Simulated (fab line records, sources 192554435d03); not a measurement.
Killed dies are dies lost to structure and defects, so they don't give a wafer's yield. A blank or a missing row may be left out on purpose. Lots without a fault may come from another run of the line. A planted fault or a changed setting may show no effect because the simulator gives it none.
Split-lot experiment | flow n5_finfet | 7 lots, 39 wafers read, on a route of 1938 steps

THE SPLIT
At N5_BEOL_M4_DESCUM_33 (chemistry O2, time 7 s), the setting time_s was moved away from the recipe's 7 s on 18 of the 39 wafers read, by -53.9% to +58.6%. The other wafers ran this setting at the recipe's value.

FROM THE SPLIT TO THE READING: what the file shows between them, 3 steps
- N5_BEOL_M4_ETCH_77: etches underlayer in N2/H2, target depth 6.5 nm, time 5.2 s
- N5_BEOL_M4_ETCH_69: etches SiARC in CF4, target depth 15.6 nm, time 26 s
- N5_BEOL_M4_ALD_98: deposits SiO2, target thk 2.5 nm, pulse time 1 s, co reactant pulse time 1 s

THE READING
CAR-EUV_of_BEOL_M4_COAT_22.thk_nm (the simulator's own value, which no gauge read), in nm, at N5_BEOL_M4_ETCHBACK_99 (etches SiO2 in CHF3, target depth 5 nm, time 10.4 s). The file gives no usual value for it. The 21 wafers here that ran the recipe average 10.5 nm, standard deviation 0.16 nm.

wafer  | tool, chamber at the split | time_s as run, s | against the recipe | CAR-EUV_of_BEOL_M4_COAT_22.thk_nm, nm | against lot-mates on the recipe
L075.1 | rie_diel-01, 2             | 7                | recipe             | 10.4                                  | -
L075.6 | rie_diel-01, 0             | 7                | recipe             | 10.4                                  | -
L075.2 | rie_diel-01, 3             | 7                | recipe             | 10.8                                  | -
L077.1 | rie_diel-01, 3             | 5.341            | -23.7%             | 11.4                                  | +0.9
L077.5 | rie_diel-01, 0,2           | 5.341            | -23.7%             | 11.4                                  | +0.9
L077.2 | rie_diel-01, 2,3           | 7                | recipe             | 10.6                                  | -
L077.4 | rie_diel-01, 2,3           | 7                | recipe             | 10.6                                  | -
L077.3 | rie_diel-01, 0,2           | 5.341            | -23.7%             | 11.2                                  | +0.7
L077.6 | rie_diel-01, 0             | 7                | recipe             | 10.2                                  | -
L083.1 | rie_diel-05, 2,1,2         | 3.229            | -53.9%             | 12.4                                  | +1.9
L083.2 | rie_diel-05, 2,1,2         | 3.229            | -53.9%             | 12.6                                  | +2.1
L083.4 | rie_diel-05, 2,1,2         | 3.229            | -53.9%             | 12.6                                  | +2.1
L083.3 | rie_diel-05, 3             | 7                | recipe             | 10.4                                  | -
L083.6 | rie_diel-05, 3             | 7                | recipe             | 10.4                                  | -
L083.5 | rie_diel-05, 1             | 7                | recipe             | 10.8                                  | -
L084.1 | rie_diel-04, 3,0           | 9.338            | +33.4%             | 9.4                                   | -1.1
L084.2 | rie_diel-04, 0,2           | 7                | recipe             | 10.4                                  | -
L084.4 | rie_diel-04, 3             | 7                | recipe             | 10.4                                  | -
L084.3 | rie_diel-04, 0,2           | 7                | recipe             | 10.8                                  | -
L084.5 | rie_diel-04, 3,0           | 9.338            | +33.4%             | 9.2                                   | -1.3
L084.6 | rie_diel-04, 2             | 9.338            | +33.4%             | 9.6                                   | -0.9
L086.1 | rie_diel-05, 0,3,2         | 5.33             | -23.9%             | 11.2                                  | +0.7
L086.2 | rie_diel-05, 0,3,2         | 5.33             | -23.9%             | 11.2                                  | +0.7
L086.3 | rie_diel-05, 0,3,2         | 5.33             | -23.9%             | 11.2                                  | +0.7
L086.4 | rie_diel-05, 1             | 7                | recipe             | 10.6                                  | -
L086.5 | rie_diel-05, 1             | 7                | recipe             | 10.6                                  | -
L086.6 | rie_diel-05, 0             | 7                | recipe             | 10.4                                  | -
L088.1 | rie_diel-01, 0,1           | 7                | recipe             | 10.6                                  | -
L088.2 | rie_diel-01, 0,1           | 7                | recipe             | 10.6                                  | -
L088.4 | rie_diel-01, 3             | 7                | recipe             | 10.6                                  | -
L088.3 | rie_diel-01, 2,3,0         | 11.1             | +58.6%             | 8.4                                   | -2.2
L088.6 | rie_diel-01, 2,3,0         | 11.1             | +58.6%             | 8.4                                   | -2.2
L088.5 | rie_diel-01, 2,3,0         | 11.1             | +58.6%             | 8.6                                   | -2.0
L093.1 | rie_diel-05, 2,3           | 10.68            | +52.6%             | 8.6                                   | -1.9
L093.2 | rie_diel-05, 2,3           | 10.68            | +52.6%             | 8.4                                   | -2.1
L093.3 | rie_diel-05, 0             | 10.68            | +52.6%             | 8.4                                   | -2.1
L093.4 | rie_diel-05, 1,1,2         | 7                | recipe             | 10.6                                  | -
L093.5 | rie_diel-05, 1,1,2         | 7                | recipe             | 10.6                                  | -
L093.6 | rie_diel-05, 1,1,2         | 7                | recipe             | 10.4                                  | -
Where a row lists several chambers, the file gives one row for several wafers and doesn't say which wafer went through which chamber.

THE FIT
A straight line over all 39 wafers: CAR-EUV_of_BEOL_M4_COAT_22.thk_nm changes by -0.0361 nm for each +1% of time_s; r = -0.99; the points scatter about the line by 0.16 nm.
The same after taking each lot's own level away (the mean of its wafers on the recipe; 39 wafers): -0.0366 nm for each +1%; r = -0.99; scatter 0.15 nm.
On that fit, the largest move of time_s shifts the reading by 2.1 nm.
The lots' own levels span 10.47 to 10.60 nm, that is 0.9 times the standard deviation above.
So the lot-to-lot level changes the slope little: the two slopes agree.
Check: with one of the wafers moved furthest among these (+58.6%) left out of the fit, the line predicts -2.15 nm for it against its lot-mates. It came out at -2.2 nm against them.

OTHER SPLITS ON THESE WAFERS
These wafers also went through other splits before the reading. Each is held against what the fit with the lots' levels taken away leaves over:
other split on the same wafers              | wafers away from the commonest value | r with CAR-EUV_of_BEOL_M4_COAT_22.thk_nm (lot level and that fit taken away)
N5_PMOS_HMC_CHANNEL_EPI_HM_DEP_34 time_s    | 12                                   | +0.43
N5_HKMG_FIN_ETCH_58 target_depth_a          | 12                                   | +0.05
N5_GATE_CUT_ETCH_56 target_depth_a          | 12                                   | -0.09
N5_MOL_CONTACT_COAG_ETCH_124 target_depth_a | 15                                   | +0.01
N5_BEOL_M2_ILD_DEP_00 time_s                | 15                                   | +0.04
N5_BEOL_M3_VIA_ETCH_34 target_depth_a       | 15                                   | -0.10

THE WHOLE CHAIN: every reading that the file lists as answering this split, in the file's order
step                   | what it does                                                | reading                                                                            | change (the file's fit)                | r (the file's)
N5_BEOL_M4_DESCUM_33   | chemistry O2, time 7 s                                      | CAR-EUV_of_BEOL_M4_COAT_22.thk_nm (the simulator's own value, which no gauge read) | -0.0355 nm for each +1% of the setting | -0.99
N5_BEOL_M4_ETCH_77     | etches underlayer in N2/H2, target depth 6.5 nm, time 5.2 s | CAR-EUV_of_BEOL_M4_COAT_22.thk_nm (the simulator's own value, which no gauge read) | -0.036 nm for each +1% of the setting  | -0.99
N5_BEOL_M4_ETCHBACK_99 | etches SiO2 in CHF3, target depth 5 nm, time 10.4 s         | CAR-EUV_of_BEOL_M4_COAT_22.thk_nm (the simulator's own value, which no gauge read) | -0.0366 nm for each +1% of the setting | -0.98

THE FILE'S OWN FIT
CAR-EUV_of_BEOL_M4_COAT_22.thk_nm changes by -0.0366 nm for each +1% of time_s, r = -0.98.
